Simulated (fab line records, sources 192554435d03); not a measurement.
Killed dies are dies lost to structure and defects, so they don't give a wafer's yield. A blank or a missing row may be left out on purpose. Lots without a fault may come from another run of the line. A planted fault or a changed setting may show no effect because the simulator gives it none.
fab line records | flow n5_finfet
record lots=8 wafers=24 last_day=17
route steps=1938 shown PMOS_HMC_CHANNEL_EPI@65 FIN_SAQP@96 FIN_CUT@165 BEOL_M4@1111 PASSIVATION@1936
lots that met no fault: from a run of the same line without faults
start_h: hours from the record's first day to the start of the lot's first wafer shown | wait_h: hours since the lot's step before | " the same as in the row above | L1.1+2: a row that stands for several wafers | - no value, or no start given | * or withheld: withheld | < > ~ a bound
route shown NAME@n: a module of which the file shows steps, and the number in the route of the first | usual: mean/standard deviation of fault-free wafers | same: alike in all rows | chamber/n: place in a boat | sites: the reading at each site | _std_site: their standard deviation | _edge_site: outer sites' mean less inner sites' | radius_mm: how far each site lies from the wafer's centre | mask NAME#n: copy n | behind: the tool/chamber that last shaped the wafer | hold: why the lot was held/for how many hours/how that ended | device: the transistor (n, p or np) that didn't switch | end of line: the same wafers' tests at the end of the route | a step without rows: its recipe alone | killed: dies lost to structure and defects at the first sort, not the wafer's yield | map: a wafer's dies, x killed, . not, _ none there
set.NAME: the setting as run; set.NAME@STEP: as run at that earlier step | model.NAME: the simulator's own value behind a step, which no gauge read
steps of the route over a sample of lots; a table a step, a row a wafer
services: from which hour (start_h, from the record's first day; less than 0 if before it) a tool's chamber was out of use, for how many hours, and why
## steps
# step N5_PMOS_HMC_CHANNEL_EPI_CD_MEAS_09
# recipe target_cd_nm=237.4 landing_energy_ev=500 detector=se_inlens
# usual cd_nm=237.2/1.1
# same landing_energy_ev=500
# columns lot.wafer tool chamber start_h wait_h cd_nm
L931.3 cd_sem-02 0 41.50 - 238.5
L931.4 " 0 " " 238.3
L931.5 " 0 " " 239.1
L932.1 cd_sem-01 0 47.49 - 237.7
L932.4 " 0 " " 237.4
L932.6 " 0 " " 239.4
L933.1 cd_sem-02 0 55.50 - 237.0
L933.3 " 0 " " 238.2
L933.4 " 0 " " 236.6
L940.4 cd_sem-01 0 96.69 - 235.2
L940.5 " 0 " " 236.3
L940.6 " 0 " " 236.4
L941.1 cd_sem-02 0 102.65 - 236.2
L941.2 " 0 " " 236.8
L941.6 " 0 " " 238.2
L943.2 cd_sem-03 0 115.10 - 235.4
L943.3 " 0 " " 237.5
L943.4 " 0 " " 236.8
L945.1 cd_sem-02 0 126.18 - 234.9
L945.3 " 0 " " 236.4
L945.6 " 0 " " 235.6
L949.1 cd_sem-02 0 150.18 - 239.2
L949.3 " 0 " " 238.8
L949.5 " 0 " " 239.4
# step N5_PMOS_HMC_CHANNEL_EPI_ETCH_38
# recipe chemistry=CF4 target=SiO2 target_depth_a=15 ion_energy_ev=350 pressure_mtorr=10 icp_w=800 bias_w=400 cf4_flow_sccm=80
# usual cf4_flow_sccm=80.01/0.2 drypump_motor_current_A=5.8/0.48 oes_product_au=1.001/0.022 throttle_valve_pct=21.76/0.18
# columns lot.wafer tool chamber start_h wait_h cf4_flow_sccm drypump_motor_current_A oes_product_au rf_hours_counter_h throttle_valve_pct
L931.3 rie_si-05 3 42.02 0.0 79.95 5.8 0.995 91 21.72
L931.4 " 0 " " 79.97 6.0 1.011 60 21.77
L931.5 " 1 " " 79.58 5.2 0.992 - 21.99
L932.1 rie_si-03 0 48.06 0.0 79.93 6.8 1.021 113 22.08
L932.4 " 3 " " 79.53 5.1 0.981 45 21.84
L932.6 " 3 " " 79.93 5.1 0.988 - 21.85
L933.1 rie_si-02 3 56.09 0.0 80.05 6.0 0.988 15 21.92
L933.3 " 0 " " 79.89 5.9 1.007 92 21.60
L933.4 " 2 " " 80.06 5.4 0.964 57 21.38
L940.4 rie_si-02 2 98.43 0.0 79.96 5.4 0.960 57 21.38
L940.5 " 2 " " 80.13 5.4 0.953 - 21.39
L940.6 " 3 " " 80.13 5.9 0.978 - 21.90
L941.1 rie_si-05 1 104.15 0.0 80.18 5.2 1.009 94 21.98
L941.2 " 3 " " 80.06 5.8 1.014 92 21.71
L941.6 " 1 " " 80.03 5.2 0.997 - 21.96
L943.2 rie_si-03 3 115.85 0.0 80.50 5.1 0.990 46 21.84
L943.3 " 2 " " 80.31 6.3 1.010 11 21.81
L943.4 " 0 " " 80.16 6.8 1.015 115 22.07
L945.1 rie_si-05 0 126.70 0.0 80.20 6.0 1.017 62 21.78
L945.3 " 3 " " 80.50 5.8 1.017 92 21.70
L945.6 " 2 " " 80.17 6.1 1.031 - 21.64
L949.1 rie_si-03 1 150.77 0.0 79.70 6.4 1.041 2 21.79
L949.3 " 3 " " 79.78 5.1 0.977 47 21.84
L949.5 " 2 " " 80.25 6.3 0.999 - 21.80
# step N5_PMOS_HMC_CHANNEL_EPI_EPI_26
# recipe material=Si target_thk_a=38 temp_c=650 precursor=SiH4/H2 pressure_torr=20 time_s=22.7
# usual chamber_pressure_Torr=20.00/0.044 susceptor_temp_C=650.0/0.32 susceptor_temp_C_max=651.9/0.81 throttle_valve_pct=12.0/0.63
# columns lot.wafer tool chamber start_h wait_h chamber_pressure_Torr susceptor_temp_C susceptor_temp_C_max throttle_valve_pct
L931.3 epi_rpcvd-01 0 44.15 0.1 20.04 649.6 651.4 11.2
L931.4 " 0 " " 19.97 650.0 653.0 11.2
L931.5 " 0 " " 20.04 649.5 652.2 11.0
L932.1 epi_rpcvd-02 0 49.98 0.0 20.00 649.9 651.1 12.4
L932.4 " 0 " " 19.97 650.1 651.5 12.7
L932.6 " 0 " " 19.99 650.1 651.5 12.5
L933.1 epi_rpcvd-02 0 58.42 0.0 19.95 649.8 650.9 12.3
L933.3 " 0 " " 20.04 650.3 651.6 12.3
L933.4 " 0 " " 20.00 650.1 651.7 12.7
L940.4 epi_rpcvd-02 0 100.51 0.2 19.90 650.0 651.7 12.6
L940.5 " 0 " " 19.99 649.8 650.8 12.4
L940.6 " 0 " " 19.95 649.9 651.2 12.4
L941.1 epi_rpcvd-02 0 106.10 0.0 19.98 649.7 651.1 12.4
L941.2 " 0 " " 20.02 650.0 650.9 12.4
L941.6 " 0 " " 20.00 650.6 652.0 12.4
L943.2 epi_rpcvd-01 0 118.30 0.1 19.95 649.7 652.0 11.2
L943.3 " 0 " " 20.00 649.8 652.9 10.7
L943.4 " 0 " " 19.93 650.1 652.6 11.0
L945.1 epi_rpcvd-01 0 128.63 0.0 19.95 649.6 652.5 11.3
L945.3 " 0 " " 19.95 650.2 653.5 11.0
L945.6 " 0 " " 19.99 650.0 653.0 11.0
L949.1 epi_rpcvd-01 0 153.26 0.0 20.06 650.1 652.7 11.3
L949.3 " 0 " " 20.02 650.3 652.5 11.4
L949.5 " 0 " " 20.01 650.4 653.3 11.1
# step N5_PMOS_HMC_CHANNEL_EPI_INSPECT_30
# recipe inspect_instrument=darkfield mode=post_epi
# usual raw_defect_count=20/5.9
# columns lot.wafer tool chamber start_h wait_h raw_defect_count
L931.3 defect_inspect-02 - 44.42 0.0 25
L931.4 " - " " 19
L931.5 " - " " 15
L932.1 defect_inspect-02 - 50.45 0.0 20
L932.4 " - " " 16
L932.6 " - " " 26
L933.1 defect_inspect-02 - 58.79 0.0 18
L933.3 " - " " 20
L933.4 " - " " 19
L940.4 defect_inspect-02 - 100.75 0.0 823
L940.5 " - " " 756
L940.6 " - " " 858
L941.1 defect_inspect-01 - 106.58 0.0 706
L941.2 " - " " 804
L941.6 " - " " 794
L943.2 defect_inspect-02 - 118.62 0.0 17
L943.3 " - " " 16
L943.4 " - " " 12
L945.1 defect_inspect-01 - 129.00 0.0 28
L945.3 " - " " 23
L945.6 " - " " 26
L949.1 defect_inspect-02 - 153.63 0.0 12
L949.3 " - " " 32
L949.5 " - " " 27
# step N5_FIN_SAQP_HM_DEP_03
# recipe material=SiNx target_thk_a=380 temp_c=400 precursor=SiH4/NH3/N2 pressure_torr=1.5 rf_w=300 time_s=33.6
# usual chamber_pressure_Torr=1.500/0.0039 heater_power_w=760/75 showerhead_plenum_p_Torr=5.15/0.08 susceptor_temp_C=400.00/0.22 throttle_valve_pct=39.1/1.6
# columns lot.wafer tool chamber start_h wait_h chamber_pressure_Torr heater_power_w showerhead_plenum_p_Torr susceptor_temp_C throttle_valve_pct
L931.3 pecvd-03 0 46.34 0.2 1.502 807 5.23 399.76 39.2
L931.4 " 1 " " 1.505 778 5.09 399.83 39.7
L931.5 " 0 " " 1.498 782 5.24 399.85 38.9
L932.1 pecvd-03 1 51.11 0.2 1.505 789 5.08 399.59 39.8
L932.4 " 1 " " 1.498 786 5.09 399.53 39.8
L932.6 " 2 " " 1.499 677 5.11 400.14 37.4
L933.1 pecvd-02 2 63.12 0.3 1.503 770 5.17 400.35 37.4
L933.3 " 0 " " 1.495 755 5.24 400.27 38.4
L933.4 " 2 " " 1.501 746 5.18 400.08 37.1
L940.4 pecvd-02 2 101.39 0.1 1.506 891 5.17 399.63 37.0
L940.5 " 0 " " 1.497 874 5.25 400.24 38.9
L940.6 " 1 " " 1.503 882 4.98 400.09 43.2
L941.1 pecvd-02 0 107.16 0.2 1.495 733 5.24 400.19 38.7
L941.2 " 1 " " 1.502 778 4.97 399.88 42.9
L941.6 " 1 " " 1.502 776 4.98 400.15 43.0
L943.2 pecvd-03 0 119.25 0.2 1.496 809 5.24 400.01 39.4
L943.3 " 2 " " 1.499 681 5.11 399.68 37.9
L943.4 " 2 " " 1.505 670 5.11 399.99 37.8
L945.1 pecvd-02 1 129.75 0.2 1.497 752 4.99 400.16 43.4
L945.3 " 0 " " 1.498 719 5.25 400.02 38.7
L945.6 " 2 " " 1.505 799 5.18 400.01 37.3
L949.1 pecvd-03 0 154.17 0.2 1.490 814 5.23 400.06 39.2
L949.3 " 1 " " 1.498 698 5.08 399.96 39.7
L949.5 " 1 " " 1.496 696 5.08 399.92 40.1
# step N5_FIN_SAQP_INSPECT_18
# recipe mode=adi inspect_instrument=brightfield
# usual raw_defect_count=396/110
# columns lot.wafer tool chamber start_h wait_h raw_defect_count
L931.3 defect_inspect-02 - 47.20 0.0 344
L931.4 " - " " 449
L931.5 " - " " 325
L932.1 defect_inspect-02 - 51.95 0.0 454
L932.4 " - " " 505
L932.6 " - " " 482
L933.1 defect_inspect-02 - 63.84 0.0 434
L933.3 " - " " 473
L933.4 " - " " 403
L940.4 defect_inspect-01 - 102.08 0.0 1123
L940.5 " - " " 942
L940.6 " - " " 1163
L941.1 defect_inspect-01 - 108.00 0.0 926
L941.2 " - " " 1078
L941.6 " - " " 991
L943.2 defect_inspect-02 - 119.97 0.0 396
L943.3 " - " " 446
L943.4 " - " " 530
L945.1 defect_inspect-01 - 130.47 0.0 275
L945.3 " - " " 414
L945.6 " - " " 370
L949.1 defect_inspect-01 - 154.89 0.0 349
L949.3 " - " " 352
L949.5 " - " " 317
# step N5_FIN_SAQP_INSPECT_40
# recipe inspect_instrument=brightfield mode=aei
# usual raw_defect_count=226/65
# columns lot.wafer tool chamber start_h wait_h raw_defect_count
L931.3 defect_inspect-02 - 51.81 0.0 186
L931.4 " - " " 244
L931.5 " - " " 188
L932.1 defect_inspect-02 - 57.42 0.0 234
L932.4 " - " " 217
L932.6 " - " " 216
L933.1 defect_inspect-02 - 68.10 0.0 162
L933.3 " - " " 140
L933.4 " - " " 150
L940.4 defect_inspect-02 - 106.37 0.0 1118
L940.5 " - " " 916
L940.6 " - " " 1152
L941.1 defect_inspect-02 - 112.33 0.0 816
L941.2 " - " " 893
L941.6 " - " " 917
L943.2 defect_inspect-02 - 125.06 0.0 274
L943.3 " - " " 299
L943.4 " - " " 228
L945.1 defect_inspect-02 - 134.94 0.0 195
L945.3 " - " " 242
L945.6 " - " " 265
L949.1 defect_inspect-02 - 161.35 0.0 131
L949.3 " - " " 169
L949.5 " - " " 290
# step N5_FIN_CUT_INSPECT_10
# recipe mode=adi inspect_instrument=brightfield
# usual raw_defect_count=42/12
# columns lot.wafer tool chamber start_h wait_h raw_defect_count
L931.3 defect_inspect-02 - 52.20 0.0 31
L931.4 " - " " 50
L931.5 " - " " 39
L932.1 defect_inspect-02 - 57.94 0.1 52
L932.4 " - " " 36
L932.6 " - " " 61
L933.1 defect_inspect-02 - 68.61 0.1 31
L933.3 " - " " 24
L933.4 " - " " 32
L940.4 defect_inspect-02 - 106.89 0.0 836
L940.5 " - " " 767
L940.6 " - " " 894
L941.1 defect_inspect-01 - 112.85 0.1 724
L941.2 " - " " 798
L941.6 " - " " 806
L943.2 defect_inspect-02 - 125.58 0.0 37
L943.3 " - " " 56
L943.4 " - " " 56
L945.1 defect_inspect-01 - 135.46 0.1 47
L945.3 " - " " 39
L945.6 " - " " 40
L949.1 defect_inspect-01 - 161.76 0.1 28
L949.3 " - " " 38
L949.5 " - " " 42
# step N5_BEOL_M4_RC_MEAS_101
# usual DIBL_N=36.1/1.6 DIBL_P=36.6/1.9 IOFF_N=0.160/0.026 IOFF_P=0.210/0.028 ION_N=677/10 ION_P=464/6.9 SS_N=71.4/0.56 SS_P=73.3/0.61 VT_N=249.1/2.6 VT_P=-250/3.3
# columns lot.wafer tool chamber start_h wait_h DIBL_N[mV/V] DIBL_P[mV/V] IOFF_N[nA/um] IOFF_P[nA/um] ION_N[uA/um] ION_P[uA/um] SS_N[mV/dec] SS_P[mV/dec] VT_N[mV] VT_P[mV]
L931.3 prober-02 0 207.55 0.3 35.6 36.2 0.157 0.204 668 458 71.2 73.5 250.6 -252
L931.4 " 0 " " 34.9 35.3 0.144 0.190 678 466 70.7 73.0 251.0 -250
L931.5 " 0 " " 33.4 33.9 0.128 0.175 662 460 71.4 72.2 250.9 -254
L932.1 prober-02 0 212.09 0.0 36.4 37.0 0.143 0.221 673 474 71.0 73.9 252.4 -248
L932.4 " 0 " " 36.0 36.6 0.149 0.216 683 469 70.9 72.8 248.6 -252
L932.6 " 0 " " 35.3 35.7 0.133 0.206 667 469 70.8 72.8 250.6 -251
L933.1 prober-01 0 215.79 0.0 38.0 38.7 0.172 0.209 681 461 71.2 73.9 251.7 -252
L933.3 " 0 " " 37.6 38.7 0.176 0.210 683 456 71.5 74.3 246.0 -253
L933.4 " 0 " " 38.1 38.3 0.159 0.192 679 459 71.7 73.7 251.9 -253
L940.4 prober-01 0 262.42 0.5 37.1 38.9 0.179 0.216 680 464 71.5 74.3 247.0 -249
L940.5 " 0 " " 35.1 35.9 0.148 0.180 679 460 71.3 73.1 249.2 -254
L940.6 " 0 " " 37.8 38.4 0.194 0.211 690 462 71.9 73.8 246.3 -252
L941.1 prober-02 0 262.48 0.0 37.6 37.1 0.191 0.259 674 469 71.7 73.2 246.3 -245
L941.2 " 0 " " 37.8 37.5 0.195 0.257 674 465 70.7 73.8 244.4 -245
L941.6 " 0 " " 37.4 38.6 0.199 0.282 681 483 71.6 73.4 243.6 -244
L943.2 prober-02 0 278.07 0.2 35.7 37.0 0.149 0.207 682 465 71.2 73.2 250.4 -249
L943.3 " 0 " " 37.8 38.9 0.185 0.232 696 469 72.4 73.8 248.4 -251
L943.4 " 0 " " 38.2 39.6 0.199 0.245 685 464 72.2 73.9 245.7 -247
L945.1 prober-01 0 288.51 0.0 34.1 34.9 0.142 0.167 681 456 71.6 73.3 250.8 -255
L945.3 " 0 " " 37.0 38.8 0.183 0.216 687 460 72.4 74.0 250.0 -251
L945.6 " 0 " " 34.3 35.9 0.139 0.183 666 457 71.3 73.6 252.7 -254
L949.1 prober-02 0 295.72 0.0 35.4 33.3 0.125 0.197 661 459 71.2 73.2 252.5 -250
L949.3 " 0 " " 34.4 33.6 0.127 0.199 671 469 70.7 73.0 251.0 -249
L949.5 " 0 " " 36.7 35.4 0.148 0.233 662 463 71.7 73.4 249.6 -249
# step N5_PASSIVATION_PROBE_49
# usual defect_limited_yield=91.3/1.5 killed_at_M0_to_M3=34/10 killed_at_M4_up=13/4.9 killed_at_contacts=13/6.1 killed_at_front_end=39/13 killed_at_other=4.1/2.7 killed_dies=103/18 killed_on_rim=13/4.3 killed_open=68/13 killed_short=32/7.6 sort_bin_5_function=5.2/1 sort_bin_6_memory=3.2/0.75 sort_n_pass=1077/18 sort_yield_pct=91.3/1.5
# same gross_dies=1180 killed_at_back_side=0 sort_bin_4_leakage[%]=0 sort_bin_8_speed[%]=0
# columns lot.wafer tool chamber start_h wait_h defect_limited_yield[%] killed_at_M0_to_M3 killed_at_M4_up killed_at_contacts killed_at_front_end killed_at_other killed_dies killed_on_rim killed_open killed_short sort_bin_5_function[%] sort_bin_6_memory[%] sort_n_pass sort_yield_pct[%]
L931.3 prober-01 - 313.25 0.1 92.0 33 7 9 35 10 94 12 58 34 4.0 3.6 1086 92.0
L931.4 prober-01 - 313.30 0.2 92.6 30 14 7 31 5 87 12 51 27 3.9 3.1 1093 92.6
L931.5 prober-01 - 313.35 0.2 90.4 43 10 9 39 12 113 12 77 30 6.6 2.7 1067 90.4
L932.1 prober-02 - 314.27 0.0 89.4 46 13 11 49 6 125 18 82 38 6.8 3.5 1055 89.4
L932.4 prober-02 - 314.42 0.2 90.7 21 20 11 58 0 110 10 65 40 4.7 4.1 1070 90.7
L932.6 prober-02 - 314.52 0.3 91.5 35 14 16 35 0 100 10 67 29 4.4 3.7 1080 91.5
L933.1 prober-02 - 322.10 0.0 90.7 52 24 10 23 1 110 9 54 52 4.8 3.9 1070 90.7
L933.3 prober-02 - 322.20 0.1 90.2 54 13 8 40 1 116 12 74 39 5.3 4.2 1064 90.2
L933.4 prober-02 - 322.25 0.2 90.3 50 15 24 21 5 115 17 80 29 5.8 3.8 1065 90.3
L940.4 prober-02 - 367.51 0.2 83.1 47 14 13 121 5 200 32 73 35 9.4 4.6 980 83.1
L940.5 prober-02 - 367.56 0.2 82.1 25 9 10 160 7 211 37 91 36 11.2 4.6 969 82.1
L940.6 prober-02 - 367.61 0.3 83.5 36 5 10 133 11 195 28 63 41 9.7 3.7 985 83.5
L941.1 prober-02 - 378.56 0.0 85.3 34 6 15 116 3 174 29 61 26 9.8 3.2 1006 85.3
L941.2 prober-02 - 378.61 0.1 83.0 46 13 18 122 2 201 32 85 29 11.4 3.5 979 83.0
L941.6 prober-02 - 378.81 0.3 82.5 54 18 4 122 9 207 32 79 41 9.2 5.6 973 82.5
L943.2 prober-01 - 385.70 0.1 92.6 27 21 5 33 1 87 14 50 35 4.6 2.6 1093 92.6
L945.1 prober-02 - 399.90 0.0 92.9 22 11 9 36 6 84 13 56 25 4.4 2.5 1096 92.9
L945.3 prober-02 - 400.00 0.1 90.6 40 23 16 27 5 111 14 82 29 6.2 3.1 1069 90.6
L945.6 prober-02 - 400.15 0.3 91.8 36 21 7 29 4 97 16 69 26 5.6 2.5 1083 91.8
# killed by level:class
L931.3 BEOL_M0_SAQP:geometric_particle:short=11 BEOL_M1:geometric_particle:open=8 FIN_SAQP:geometric_particle:short=7 MOL_CONTACT_COAG:geometric_particle:open=7 FIN_SAQP:geometric_particle:open=5 GATE_CUT:geometric_particle:open=5 GATE_CUT:geometric_particle:short=5 BEOL_M0_SAQP:geometric_particle:open=5
L931.4 FIN_SAQP:geometric_particle:open=9 BEOL_M0_SAQP:geometric_particle:open=8 BEOL_M0_SAQP:geometric_particle:short=7 MOL_CONTACT_COAG:geometric_particle:open=6 GATE_CUT:geometric_particle:short=5 BEOL_M4:geometric_particle:open=5 HKMG_FIN:area_etch=5 BEOL_M3:geometric_particle:open=4
L931.5 FIN_SAQP:geometric_particle:open=20 BEOL_M0_SAQP:geometric_particle:open=15 BEOL_M0_SAQP:geometric_particle:short=9 BEOL_M2:geometric_particle:open=7 FIN_SAQP:geometric_particle:short=6 MOL_CONTACT_COAG:geometric_particle:open=6 MOL_CONTACT_COAG:geometric_particle:short=3 BEOL_M4:geometric_particle:open=3
L932.1 BEOL_M0_SAQP:geometric_particle:short=13 BEOL_M1:geometric_particle:open=11 STI_FIN_REVEAL:geometric_particle:open=11 FIN_SAQP:geometric_particle:open=9 MOL_CONTACT_COAG:geometric_particle:open=8 BEOL_M0_SAQP:geometric_particle:open=8 GATE_CUT:geometric_particle:short=6 BEOL_M3:geometric_particle:open=6
L932.4 STI_FIN_REVEAL:geometric_particle:open=14 GATE_CUT:geometric_particle:short=10 MOL_CONTACT_COAG:geometric_particle:open=9 FIN_SAQP:geometric_particle:short=8 FIN_SAQP:geometric_particle:open=8 BEOL_M3:geometric_particle:open=6 BEOL_M4:geometric_particle:open=5 STI_FIN_REVEAL:geometric_particle:short=4
L932.6 BEOL_M0_SAQP:geometric_particle:short=13 MOL_CONTACT_COAG:geometric_particle:open=11 BEOL_M0_SAQP:geometric_particle:open=9 FIN_SAQP:geometric_particle:open=8 STI_FIN_REVEAL:geometric_particle:open=6 FIN_SAQP:geometric_particle:short=5 DUMMY_GATE:geometric_particle:open=5 BEOL_M1:geometric_particle:open=5
L933.1 BEOL_M0_SAQP:geometric_particle:short=18 BEOL_M0_SAQP:geometric_particle:open=12 BEOL_M2:geometric_particle:open=8 GATE_CUT:geometric_particle:short=7 BEOL_M4:geometric_particle:open=7 MOL_CONTACT_COAG:geometric_particle:open=5 BEOL_M4:geometric_particle:short=5 BEOL_M3:geometric_particle:open=5
L933.3 BEOL_M0_SAQP:geometric_particle:open=16 BEOL_M0_SAQP:geometric_particle:short=13 FIN_SAQP:geometric_particle:open=9 GATE_CUT:geometric_particle:short=7 MOL_CONTACT_COAG:geometric_particle:open=7 BEOL_M3:geometric_particle:open=7 FIN_SAQP:geometric_particle:short=6 BEOL_M1:geometric_particle:open=5
L933.4 MOL_CONTACT_COAG:geometric_particle:open=18 BEOL_M0_SAQP:geometric_particle:open=13 BEOL_M2:geometric_particle:open=10 BEOL_M0_SAQP:geometric_particle:short=7 BEOL_M3:geometric_particle:open=7 MOL_CONTACT_COAG:geometric_particle:short=5 BEOL_M1:geometric_particle:open=5 BEOL_M7:geometric_particle:open=4
L940.4 PMOS_HMC_CHANNEL_EPI:unspecified=87 STI_FIN_REVEAL:geometric_particle:open=13 BEOL_M0_SAQP:geometric_particle:short=10 BEOL_M1:geometric_particle:open=9 MOL_CONTACT_COAG:geometric_particle:short=7 BEOL_M2:geometric_particle:open=7 BEOL_M0_SAQP:geometric_particle:open=6 BEOL_M0:geometric_particle:open=6
L940.5 PMOS_HMC_CHANNEL_EPI:unspecified=81 STI_FIN_REVEAL:geometric_particle:open=34 FIN_SAQP:geometric_particle:open=12 STI_FIN_REVEAL:geometric_particle:short=9 MOL_CONTACT_COAG:geometric_particle:open=9 GATE_CUT:geometric_particle:short=5 BEOL_M0_SAQP:geometric_particle:short=5 BEOL_M1:geometric_particle:open=5
L940.6 PMOS_HMC_CHANNEL_EPI:unspecified=85 FIN_SAQP:geometric_particle:short=9 FIN_SAQP:geometric_particle:open=8 STI_FIN_REVEAL:geometric_particle:open=8 MOL_CONTACT_COAG:geometric_particle:open=8 BEOL_M0:geometric_particle:open=7 BEOL_M0_SAQP:geometric_particle:open=6 BEOL_M1:geometric_particle:open=6
L941.1 PMOS_HMC_CHANNEL_EPI:unspecified=86 MOL_CONTACT_COAG:geometric_particle:open=13 STI_FIN_REVEAL:geometric_particle:open=8 BEOL_M0_SAQP:geometric_particle:short=8 BEOL_M3:geometric_particle:open=7 FIN_SAQP:geometric_particle:open=6 GATE_CUT:geometric_particle:short=6 BEOL_M0_SAQP:geometric_particle:open=5
L941.2 PMOS_HMC_CHANNEL_EPI:unspecified=83 MOL_CONTACT_COAG:geometric_particle:open=14 BEOL_M2:geometric_particle:open=10 BEOL_M0_SAQP:geometric_particle:short=9 BEOL_M0_SAQP:geometric_particle:open=9 BEOL_M4:geometric_particle:open=8 STI_FIN_REVEAL:geometric_particle:open=7 DUMMY_GATE:geometric_particle:open=7
L941.6 PMOS_HMC_CHANNEL_EPI:unspecified=86 BEOL_M0_SAQP:geometric_particle:short=13 BEOL_M2:geometric_particle:open=11 FIN_SAQP:geometric_particle:open=10 BEOL_M0_SAQP:geometric_particle:open=10 BEOL_M4:geometric_particle:open=10 GATE_CUT:geometric_particle:short=7 FIN_SAQP:geometric_particle:short=6
L943.2 GATE_CUT:geometric_particle:short=7 BEOL_M4:geometric_particle:open=7 BEOL_M0_SAQP:geometric_particle:short=6 BEOL_M1:geometric_particle:open=6 BEOL_M5:geometric_particle:open=6 STARTING-WAFER:geometric_particle:short=6 STI_FIN_REVEAL:geometric_particle:open=5 FIN_SAQP:geometric_particle:open=4
L945.1 STI_FIN_REVEAL:geometric_particle:open=11 FIN_SAQP:geometric_particle:open=8 MOL_CONTACT_COAG:geometric_particle:open=7 BEOL_M1:geometric_particle:open=4 GATE_CUT:geometric_particle:short=4 BEOL_M2:geometric_particle:open=4 BEOL_M3:geometric_particle:open=4 STARTING-WAFER:geometric_particle:short=4
L945.3 BEOL_M3:geometric_particle:open=24 MOL_CONTACT_COAG:geometric_particle:open=12 BEOL_M4:geometric_particle:open=11 STI_FIN_REVEAL:geometric_particle:open=8 BEOL_M4:geometric_particle:short=5 STARTING-WAFER:geometric_particle:open=5 MOL_CONTACT_COAG:geometric_particle:short=4 BEOL_M0_SAQP:geometric_particle:open=4
L945.6 BEOL_M4:geometric_particle:open=12 BEOL_M3:geometric_particle:open=10 BEOL_M2:geometric_particle:open=9 STI_FIN_REVEAL:geometric_particle:open=6 MOL_CONTACT_COAG:geometric_particle:open=6 FIN_SAQP:geometric_particle:short=4 GATE_CUT:geometric_particle:short=4 BEOL_M0_SAQP:geometric_particle:open=4
## services
# columns tool chamber start_h hours kind
rie_si-05 0 21.63 10.9 repair
pecvd-03 1 26.19 17.9 repair
pecvd-03 - 29.59 5.5 pm
pecvd-03 2 44.95 2.1 scheduled_down
rie_si-03 1 49.83 - clean
rie_si-03 1 49.83 18.7 scheduled_down
rie_si-03 1 49.83 18.7 vent_cycle
rie_si-02 - 61.00 14.6 pm
pecvd-03 - 75.37 2.8 pm
pecvd-02 1 90.95 5.5 scheduled_down
rie_si-02 1 111.45 8.4 repair
rie_si-02 - 124.75 2.8 pm
rie_si-02 1 136.95 - clean
rie_si-02 1 136.95 12.7 scheduled_down
rie_si-02 1 136.95 12.7 vent_cycle
rie_si-05 - 143.76 2.8 pm
## key
first_sign step=N5_PMOS_HMC_CHANNEL_EPI_INSPECT_30 reading=raw_defect_count direction=up sigmas=99+ usual=20 struck=790
effect step=N5_FIN_SAQP_INSPECT_18 reading=raw_defect_count direction=up sigmas=5.8 usual=396 struck=1037
effect step=N5_FIN_SAQP_INSPECT_40 reading=raw_defect_count direction=up sigmas=11 usual=226 struck=969
effect step=N5_FIN_CUT_INSPECT_10 reading=raw_defect_count direction=up sigmas=63 usual=42 struck=804
effect step=N5_PASSIVATION_PROBE_49 reading=killed_at_front_end direction=up sigmas=7.2 usual=39 struck=129
more_kills_born_at N5_PMOS_HMC_CHANNEL_EPI_EPI_26@epi_rpcvd-02=508
met_at N5_PMOS_HMC_CHANNEL_EPI_EPI_26
struck_lots L940,L941
not_acting_at N5_PMOS_HMC_CHANNEL_EPI_CD_MEAS_09,N5_PMOS_HMC_CHANNEL_EPI_ETCH_38,N5_FIN_SAQP_HM_DEP_03
onset_between 58.42 100.51
fault kind=chamber_particle_source tool=epi_rpcvd-02 chamber=- onset_h=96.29 steps=N5_PMOS_HMC_CHANNEL_EPI_EPI_26 rate_per_visit_cm2=1.2047 end_h=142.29
